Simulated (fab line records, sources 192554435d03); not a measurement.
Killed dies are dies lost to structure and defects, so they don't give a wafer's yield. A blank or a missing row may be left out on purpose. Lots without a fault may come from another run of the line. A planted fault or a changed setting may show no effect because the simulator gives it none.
Chamber matching | flow n5_finfet | N5_BEOL_M11_ETCH_65 on rie_diel-02: 4 sister chambers
The step etches SiARC in CF4, target depth 39 nm, time 65 s. 24 wafers are shown with their chamber, then 12 later ones without.

WAFERS WITH THEIR CHAMBER
wafer  | chamber | drypump_motor_current_A (A) | throttle_valve_pct (%) | oes_product_au (a.u.)
L076.2 | 2       | 6.4                         | 15.59                  | 0.80
L076.5 | 2       | 6.4                         | 15.58                  | 0.79
L076.6 | 3       | 6.2                         | 15.78                  | 0.58
L075.1 | 1       | 5.2                         | 15.99                  | 0.59
L075.2 | 2       | 6.5                         | 15.59                  | 0.79
L075.5 | 1       | 5.2                         | 16.00                  | 0.58
L077.1 | 2       | 6.4                         | 15.59                  | 0.79
L077.5 | 2       | 6.4                         | 15.60                  | 0.79
L077.6 | 3       | 6.2                         | 15.80                  | 0.58
L081.2 | 3       | 6.2                         | 15.81                  | 0.57
L081.4 | 1       | 5.2                         | 15.99                  | 0.58
L081.5 | 0       | 5.6                         | 15.36                  | 0.76
L082.1 | 2       | 6.4                         | 15.62                  | 0.77
L082.2 | 3       | 6.2                         | 15.81                  | 0.57
L082.5 | 3       | 6.2                         | 15.80                  | 0.57
L083.3 | 3       | 6.2                         | 15.80                  | 0.57
L083.5 | 0       | 5.6                         | 15.37                  | 0.75
L083.6 | 3       | 6.2                         | 15.81                  | 0.57
L084.2 | 2       | 6.4                         | 15.60                  | 0.77
L084.4 | 1       | 5.2                         | 16.01                  | 0.58
L084.6 | 3       | 6.2                         | 15.79                  | 0.56
L085.3 | 2       | 6.4                         | 15.62                  | 0.77
L085.4 | 1       | 5.2                         | 16.01                  | 0.58
L085.5 | 2       | 6.4                         | 15.63                  | 0.76

SIGNATURES (means of the wafers above)
reading                 | chamber 0 | chamber 1 | chamber 2 | chamber 3 | scatter within a chamber
drypump_motor_current_A | 5.600     | 5.200     | 6.411     | 6.200     | 0.0211
throttle_valve_pct      | 15.3650   | 16.0000   | 15.6022   | 15.8000   | 0.0134
oes_product_au          | 0.7550    | 0.5820    | 0.7811    | 0.5712    | 0.00976
Rule: a wafer's distance from a chamber is the root of the sum, over the readings, of the square of ((its reading less the chamber's mean) divided by the reading's scatter). The wafer belongs to the nearest chamber; if the next one is less than 2 further off, it can't be placed. The scatter: the root of (the sum of the squares of (reading less its chamber's mean) over the shown wafers, divided by (wafers less chambers)).

WAFERS WITHOUT THEIR CHAMBER
wafer  | drypump_motor_current_A (A) | throttle_valve_pct (%) | oes_product_au (a.u.)
L087.1 | 5.6                         | 15.39                  | 0.75
L087.2 | 5.2                         | 16.03                  | 0.58
L087.3 | 6.4                         | 15.63                  | 0.76
L090.3 | 6.4                         | 15.67                  | 0.74
L090.4 | 6.2                         | 15.30                  | 0.80
L090.6 | 6.4                         | 15.67                  | 0.74
L092.4 | 5.6                         | 15.41                  | 0.72
L092.5 | 5.2                         | 15.48                  | 0.84
L092.6 | 5.6                         | 15.44                  | 0.72
L095.2 | 5.2                         | 15.50                  | 0.83
L095.3 | 5.6                         | 15.43                  | 0.71
L095.4 | 6.4                         | 15.68                  | 0.71

WHICH CHAMBER EACH WENT THROUGH
wafer  | from the rows above | in truth
L087.1 | 0                   | 0
L087.2 | 1                   | 1
L087.3 | 2                   | 2
L090.3 | 2                   | 2
L090.4 | 2                   | 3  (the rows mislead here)
L090.6 | 2                   | 2
L092.4 | 0                   | 0
L092.5 | 0                   | 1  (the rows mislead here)
L092.6 | 0                   | 0
L095.2 | 0                   | 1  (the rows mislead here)
L095.3 | 0                   | 0
L095.4 | 2                   | 2
Placed correctly: 9 of 12. Can't be placed from these rows: 0. Placed wrongly: 3.
